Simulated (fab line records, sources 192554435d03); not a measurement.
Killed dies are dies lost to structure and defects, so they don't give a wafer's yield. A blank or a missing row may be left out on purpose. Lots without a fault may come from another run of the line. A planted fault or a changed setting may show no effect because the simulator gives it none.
A struck lot beside a sound one | flow n5_finfet | 18 steps out of a route of 1938
Sound: wafers L900.3, L900.5, L900.6. Struck: wafers L903.4, L903.5, L903.6. The cause comes at the end.
At each step with rows: each side's tool, then ch and its chambers, then its first start. Under that, the readings that differ: sound wafers | struck wafers | difference of the means | sigmas: that difference in standard deviations of wafers without a fault.
alike: readings whose means differ by less than 2 such deviations, and words and numbers that are the same on both sides. not compared: withheld readings, readings that some wafer has no value for, bounds like >300 that may hide the same value, and numbers for which the record gives no deviation and whose values overlap.
The two part at a step that has a row with sigmas, a row that says differs or no value, or rows on one side only. Numbers that don't overlap but have no deviation are shown without sigmas and don't part them. A reading that every wafer of one side lacks parts them only if that side has two wafers or more.

N5_BEOL_M0_SAQP_PECVD_03: deposits SiCN from 3MS/NH3, target thk 12 nm, time 21.1 s.
  sound on pecvd-04 ch 0,1,2, day 6 01:10; struck on pecvd-03 ch 0,1,2, day 7 00:01
  alike: chamber_pressure_Torr, showerhead_plenum_p_Torr, throttle_valve_pct
N5_BEOL_M0_SAQP_PECVD_96: deposits a-Si from SiH4/He, target thk 45 nm, time 45.2 s.
  sound on pecvd-04 ch 0,1,2, day 6 01:12; struck on pecvd-03 ch 0,1,2, day 7 00:03
  alike: chamber_pressure_Torr, heater_power_w, showerhead_plenum_p_Torr, throttle_valve_pct
N5_BEOL_M0_SAQP_PECVD_97: deposits SiNx from SiH4/NH3/N2, target thk 23 nm, time 19.9 s.
  sound on pecvd-04 ch 0,1,2, day 6 01:15; struck on pecvd-03 ch 0,1,2, day 7 00:06
  alike: chamber_pressure_Torr, heater_power_w, showerhead_plenum_p_Torr, throttle_valve_pct
N5_BEOL_M0_SAQP_PECVD_04: deposits a-Si from SiH4/He, target thk 60 nm, time 60.2 s.
  sound on pecvd-04 ch 0,1,2, day 6 01:17; struck on pecvd-03 ch 0,1,2, day 7 00:09
  alike: chamber_pressure_Torr, heater_power_w, showerhead_plenum_p_Torr, throttle_valve_pct
N5_BEOL_M0_SAQP_THK_MEAS_05:
  sound on film_metro-01, day 6 01:23; struck on film_metro-01, day 7 00:13
  alike: thk_nm
N5_BEOL_M0_SAQP_HM_DEP_111: deposits SiO2 from SiH4/N2O, target thk 12 nm, time 7.2 s.
  sound on pecvd-03 ch 0,1,2, day 6 01:25; struck on pecvd-01 ch 0,1,2, day 7 00:16
  alike: chamber_pressure_Torr, heater_power_w, showerhead_plenum_p_Torr
then, 6 steps without rows for these wafers: N5_BEOL_M0_SAQP_COAT_81 (time 60 s, resist thk 100 nm); N5_BEOL_M0_SAQP_COAT_82 (time 60 s, resist thk 30 nm); N5_BEOL_M0_SAQP_COAT_08 (resist thk 90 nm); N5_BEOL_M0_SAQP_EBR_10; N5_BEOL_M0_SAQP_SOFTBAKE_09 (time 60 s); N5_BEOL_M0_SAQP_EXPOSE_11 (exposes mask M0 CORE, target cd 42 nm).
N5_BEOL_M0_SAQP_PEB_12: peb time 60 s.
  sound on litho_track-01 ch 0, day 6 01:48; struck on litho_track-01 ch 0, day 7 00:31
then, 1 step without rows for these wafers: N5_BEOL_M0_SAQP_DEVELOP_13 (develop time 30 s).
N5_BEOL_M0_SAQP_CD_MEAS_14: target cd 42.5 nm.
  sound on cd_sem-02 ch 0, day 6 01:52; struck on cd_sem-02 ch 0, day 7 00:34
  reading    | sound          | struck         | difference | sigmas
  cd_nm (nm) | 42.2 42.6 42.3 | 40.4 39.9 40.2 | -2.2       | -6
N5_BEOL_M0_SAQP_OVL_MEAS_15:
  sound on overlay-01 ch 0, day 6 01:54; struck on overlay-02 ch 0, day 7 00:36
  alike: M0_CORE_OVL
N5_BEOL_M4_RC_MEAS_101:
  sound on prober-01 ch 0, day 8 11:04; struck on prober-01 ch 0, day 8 23:05
  alike: DIBL_N, DIBL_P, IOFF_N, IOFF_P, ION_N, ION_P, SS_N, SS_P, VT_N, VT_P
then, 1 step without rows for these wafers: N5_PASSIVATION_PROBE_49.

WHERE THEY PART
Only at N5_BEOL_M0_SAQP_CD_MEAS_14, within this record. Later steps at which nothing parts them and some readings are alike: N5_BEOL_M0_SAQP_OVL_MEAS_15, N5_BEOL_M4_RC_MEAS_101.

WHY: what the simulator had put in
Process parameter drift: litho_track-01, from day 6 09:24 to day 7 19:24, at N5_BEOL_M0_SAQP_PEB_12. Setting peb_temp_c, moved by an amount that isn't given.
